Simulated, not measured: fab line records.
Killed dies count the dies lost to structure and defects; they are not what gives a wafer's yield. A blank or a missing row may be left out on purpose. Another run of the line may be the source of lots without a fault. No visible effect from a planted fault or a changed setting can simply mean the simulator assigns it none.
Which tool is to blame?	flow nand-harc	33 wafers from 11 lots sampled at 6 of the route's 1302 steps

## WHAT THE GAUGES READ, wafer by wafer
NHARC_A_CHANNEL_HOLE_D2_OVL_MEAS_11. Usual: overlay-x-nm -0.1 nm, standard deviation 0.74; overlay-y-nm 0.1 nm, standard deviation 0.78.
lot	measured	on	overlay-x-nm (nm)	overlay-y-nm (nm)	flag
L775	day 12 23:43	overlay-01	-0.1 0.6 -0.1	0.9 1.0 1.2	
L777	day 14 05:18	overlay-02	1.7 1.4 1.6	0.8 0.1 0.2	
L779	day 14 13:44	overlay-02	-0.8 -1.2 -0.8	0.9 1.1 1.1	
L780	day 15 01:58	overlay-01	0.2 0.6 0.4	-0.8 -0.5 -1.1	
L782	day 15 18:10	overlay-01	0.4 0.3 0.5	-0.7 -0.2 -0.3	
L783	day 16 15:11	overlay-01	-0.5 -0.7 -0.8	0.6 0.2 0.4	
L784	day 17 17:12	overlay-01	-0.1 -0.2 -0.2	0.9 0.9 2.2	
L786	day 18 02:16	overlay-01	0.1 0.1 -0.2	0.6 -0.2 -0.3	
L787	day 18 10:22	overlay-01	-0.3 0.2 0.3	-0.6 -0.3 -1.0	
L790	day 19 10:41	overlay-01	-0.3 -0.4 -1.3	0.0 -0.7 0.0	
L789	day 19 11:31	overlay-02	-0.6 -1.1 -1.3	0.5 -0.1 -0.6	

NHARC_A_CHANNEL_HOLE_D2_CD_MEAS_31. Usual: cd-nm 89.9 nm, standard deviation 1.9.
lot	measured	on	cd-nm (nm)	flag
L775	day 13 10:48	cd-sem-01	87.7 87.2 87.0	
L777	day 14 12:07	cd-sem-02	85.5 91.8 90.2	
L779	day 14 20:34	cd-sem-03	87.8 91.2 87.6	
L780	day 15 08:44	cd-sem-01	90.9 89.9 93.7	
L782	day 16 00:57	cd-sem-03	89.5 89.9 89.2	
L783	day 16 22:08	cd-sem-01	89.8 90.0 92.0	
L784	day 18 02:28	cd-sem-02	94.5 87.7 90.1	
L786	day 18 09:04	cd-sem-03	90.8 89.8 92.0	
L787	day 18 20:19	cd-sem-01	87.8 91.0 90.1	
L790	day 19 19:44	cd-sem-02	0.3 -1.7 -0.3 0.3 -2.0 -0.6	OFF
L789	day 19 22:05	cd-sem-03	3.6 0.6 0.1 3.2 0.5 0.0	OFF

NHARC_END_SORT_01. Usual: defect-limited-yield 91 % (standard deviation 3); killed-at-array 59 (standard deviation 21); killed-at-other 0.8 (standard deviation 1.1); killed-at-periphery 4.1 (standard deviation 2.8); killed-dies 64 (standard deviation 20); killed-open 3.1 (standard deviation 1.7); killed-short 2.4 (standard deviation 1.6).
lot	measured	on	defect-limited-yield (%)	killed-at-array	killed-at-other	killed-at-periphery	killed-dies	killed-open	killed-short	flag
L782	day 27 03:35	prober-01	95 95 96	35 27 20	0 0 2	2 4 4	37 31 26	5 2 1	2 4 3	
L783	day 27 16:16	prober-01	93 91 94	44 59 35	0 0 1	6 5 5	50 64 41	2 2 2	3 4 1	
L786	day 29 09:03	prober-01	93 93 93	35 43 42	3 2 0	7 5 8	45 50 50	5 6 5	5 5 4	

## TOOL THAT RAN EACH LOT (tool first, then ch and the chambers of the sampled wafers, then the start)
lot	NHARC_A_CHANNEL_HOLE_D2_ETCH_38	NHARC_A_CHANNEL_HOLE_D2_ETCH_21	NHARC_A_CHANNEL_HOLE_D2_ETCH_27
L775	rie-diel-05 ch 0,1,2, day 12 23:54	har-etch-02 ch 0, day 13 01:58	har-etch-02 ch 0, day 13 08:59
L777	rie-diel-06 ch 0,1,2, day 14 05:29	har-etch-02 ch 0,1, day 14 07:00	har-etch-02 ch 0,1, day 14 10:34
L779	rie-diel-05 ch 0,1,2, day 14 13:55	har-etch-02 ch 0,1, day 14 15:32	har-etch-02 ch 0,1, day 14 19:02
L780	rie-diel-06 ch 1,2,3, day 15 02:08	har-etch-01 ch 0,1, day 15 03:43	har-etch-01 ch 0,1, day 15 07:14
L782	rie-diel-09 ch 1,2, day 15 18:21	har-etch-01 ch 0,1, day 15 19:52	har-etch-01 ch 0,1, day 15 23:25
L783	rie-diel-06 ch 1,3, day 16 15:23	har-etch-02 ch 0,1, day 16 16:53	har-etch-02 ch 0,1, day 16 20:26
L784	rie-diel-05 ch 2,3, day 17 17:23	har-etch-01 ch 0,1, day 17 18:55	har-etch-01 ch 0,1, day 18 00:54
L786	rie-diel-09 ch 0,2,3, day 18 02:27	har-etch-02 ch 0,1, day 18 03:58	har-etch-02 ch 0,1, day 18 07:31
L787	rie-diel-09 ch 2,3, day 18 10:32	har-etch-02 ch 1, day 18 15:13	har-etch-02 ch 1, day 18 18:47
L790	rie-diel-05 ch 1,2,3, day 19 10:55	har-etch-02 ch 0,1, day 19 14:50	har-etch-02 ch 0,1, day 19 18:17
L789	rie-diel-09 ch 0,1,3, day 19 11:43	har-etch-01 ch 0,1, day 19 17:01	har-etch-01 ch 0,1, day 19 20:34
- NHARC_A_CHANNEL_HOLE_D2_ETCH_38: etches the open film in CF4, target depth 39 nm, time 65 s.
- NHARC_A_CHANNEL_HOLE_D2_ETCH_21: etches the open film in C4F8/O2/Ar, time 514.3 s, target depth 1600 nm.
- NHARC_A_CHANNEL_HOLE_D2_ETCH_27: etches the open film in C4F8/O2/Ar, time 90 s, target depth 400 nm.

## AS READ BY THE TOOLS THEMSELVES (means over the sampled wafers that have a number; for cases with no such wafer, the mark the record gives instead)
NHARC_A_CHANNEL_HOLE_D2_ETCH_38. Usual: bias-w 99.99 W (standard deviation 0.29); cf4-flow-sccm 150.0 sccm (standard deviation 0.49); drypump-motor-current-A 5.8 A (standard deviation 0.46); oes-product-au 0.996 a.u. (standard deviation 0.012); rf-vpp-V 151.7 V (standard deviation 1.1); showerhead-plenum-p-Torr 1.80 Torr (standard deviation 0.06); throttle-valve-pct 13.284 % (standard deviation 0.0091).
lot	tool	bias-w (W)	cf4-flow-sccm (sccm)	drypump-motor-current-A (A)	oes-product-au (a.u.)	rf-vpp-V (V)	showerhead-plenum-p-Torr (Torr)	throttle-valve-pct (%)	flag
L775	rie-diel-05	99.91	149.6	5.8	0.985	151.2	1.76	13.281	
L777	rie-diel-06	99.99	149.8	5.5	0.994	151.6	1.81	13.280	
L779	rie-diel-05	100.05	149.7	5.8	0.990	151.4	1.76	13.288	
L780	rie-diel-06	100.00	150.3	5.8	0.995	151.1	1.79	13.289	
L782	rie-diel-09	100.07	149.7	5.2	0.994	152.8	1.84	13.283	
L783	rie-diel-06	99.98	150.5	6.0	0.999	150.8	1.75	13.283	
L784	rie-diel-05	99.91	150.5	6.1	0.993	151.5	1.77	13.285	
L786	rie-diel-09	99.81	150.4	5.7	0.999	153.2	1.83	13.270	
L787	rie-diel-09	99.37	150.4	5.8	0.995	150.9	1.81	13.285	
L790	rie-diel-05	99.87	149.8	6.1	0.992	151.0	1.78	13.275	
L789	rie-diel-09	100.13	150.2	5.7	0.999	151.5	1.86	13.292	

NHARC_A_CHANNEL_HOLE_D2_ETCH_21. Usual: c4f8-flow-sccm 89.27 sccm, standard deviation 0.29; chamber-pressure-mTorr 20.000 mTorr, standard deviation 0.019; drypump-motor-current-A 5.8 A, standard deviation 0.51; showerhead-plenum-p-Torr 3.69 Torr, standard deviation 0.15; throttle-valve-pct 32.155 %, standard deviation 0.0091.
lot	tool	c4f8-flow-sccm (sccm)	chamber-pressure-mTorr (mTorr)	drypump-motor-current-A (A)	showerhead-plenum-p-Torr (Torr)	throttle-valve-pct (%)	flag
L775	har-etch-02	89.26	19.981	5.1	3.38	32.144	
L777	har-etch-02	89.35	20.000	5.5	3.86	32.162	
L779	har-etch-02	89.56	19.993	5.5	3.86	32.152	
L780	har-etch-01	89.36	20.012	6.0	3.59	32.161	
L782	har-etch-01	89.53	20.004	5.8	3.60	32.161	
L783	har-etch-02	89.29	19.999	6.0	3.78	32.150	
L784	har-etch-01	89.53	20.007	5.9	3.59	32.162	
L786	har-etch-02	89.23	20.032	5.5	3.84	32.151	
L787	har-etch-02	89.61	19.984	6.4	3.70	32.149	
L790	har-etch-02	-	-	-	-	-	OFF
L789	har-etch-01	-	-	-	-	-	OFF

NHARC_A_CHANNEL_HOLE_D2_ETCH_27. Usual: bias-v 399 V, standard deviation 3.9; c4f8-flow-sccm 41.70 sccm, standard deviation 0.12; drypump-motor-current-A 5.8 A, standard deviation 0.52; showerhead-plenum-p-Torr 3.73 Torr, standard deviation 0.15; throttle-valve-pct 27.620 %, standard deviation 0.0093.
lot	tool	bias-v (V)	c4f8-flow-sccm (sccm)	drypump-motor-current-A (A)	showerhead-plenum-p-Torr (Torr)	throttle-valve-pct (%)	flag
L775	har-etch-02	401	41.63	5.1	3.41	27.616	
L777	har-etch-02	398	41.80	5.5	3.91	27.631	
L779	har-etch-02	404	41.73	5.5	3.91	27.621	
L780	har-etch-01	400	41.74	6.0	3.63	27.623	
L782	har-etch-01	402	41.67	5.9	3.64	27.625	
L783	har-etch-02	399	41.73	6.0	3.82	27.612	
L784	har-etch-01	397	41.80	5.8	3.62	27.617	
L786	har-etch-02	395	41.54	5.5	3.88	27.623	
L787	har-etch-02	399	41.62	6.4	3.74	27.612	
L790	har-etch-02	398	41.73	5.5	3.87	27.624	
L789	har-etch-01	400	41.80	5.8	3.60	27.621	

## THE ANSWER, worked out from the rows above alone
Rule: lot off if the mean of its wafers having a number is beyond 3 standard deviations from the usual mean. Also off: a lot with no number at a reading for which 4 or more lots have one. Any other lot the step has rows for is counted as sound. The gauges are gone through in route order, then the tools' own readings, and for those a lot's mean is taken as printed above. At the first step where some lot is off, the reading lying furthest off is the one used; lots without a number count as furthest.
Off: L790, L789, at NHARC_A_CHANNEL_HOLE_D2_CD_MEAS_31 (cd-nm).
If a tool, at a process step before that reading, ran all the lots that are off and no sound lot after the first of them, it fits. The gauges at NHARC_A_CHANNEL_HOLE_D2_CD_MEAS_31 aren't tried: what is off there is off at NHARC_A_CHANNEL_HOLE_D2_ETCH_21 too, on other tools, and a gauge's error can't cause that. Of those tried, none fits.

## WHAT THE SIMULATOR HAD PUT IN
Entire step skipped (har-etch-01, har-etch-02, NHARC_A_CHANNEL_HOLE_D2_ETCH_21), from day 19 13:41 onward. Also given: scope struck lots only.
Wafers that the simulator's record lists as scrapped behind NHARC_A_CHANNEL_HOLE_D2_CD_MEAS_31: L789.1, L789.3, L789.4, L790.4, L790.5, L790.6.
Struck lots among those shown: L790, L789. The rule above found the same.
